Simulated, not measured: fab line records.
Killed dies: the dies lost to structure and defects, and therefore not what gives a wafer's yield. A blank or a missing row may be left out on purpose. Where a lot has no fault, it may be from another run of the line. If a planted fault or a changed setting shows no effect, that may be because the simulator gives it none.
Chamber matching    flow n5_finfet    ald_metal-02 running N5_BEOL_M1_ALD_84: 4 sister chambers
The step deposits TaN, pulse time 2 s, purge time 3 s, co reactant purge time 2 s. 4 wafers are shown with their chamber, then 8 later ones without.

WAFERS WITH THEIR CHAMBER
wafer   chamber  heater_power_w (W)
L083.4  2        449
L090.1  1        430
L090.6  0        485
L091.1  3        439

WAFERS MISSING THEIR CHAMBER
wafer   heater_power_w (W)
L091.2  465
L091.3  415
L093.1  434
L093.2  460
L093.6  459
L096.2  499
L096.5  455
L096.6  420

CHAMBER TAKEN BY EACH
wafer   from the rows above                in truth
L091.2  can't be placed: 2 or 0 or 3 or 1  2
L091.3  can't be placed: 1 or 3 or 2       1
L093.1  can't be placed: 1 or 3 or 2       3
L093.2  can't be placed: 2 or 3 or 0 or 1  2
L093.6  can't be placed: 2 or 3 or 0 or 1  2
L096.2  0                                  0
L096.5  can't be placed: 2 or 3 or 1       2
L096.6  can't be placed: 1 or 3 or 2       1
Placed correctly: 1 of 8. Cannot be placed on the basis of these rows: 7; the candidates contain the true chamber in 7. Number placed wrongly: 0.
How it was worked out, from the rows above alone: a wafer's distance from a chamber is the root of the sum, over the readings, of the square of ((its reading less the chamber's mean) divided by the reading's scatter). The wafer belongs to the nearest chamber; if the next one is less than 2 further off, it can't be placed. The mean given for a chamber averages the wafers shown for that chamber. The scatter: root of mean squared gap, hidden wafer to nearest shown wafer, with one shown wafer a chamber.
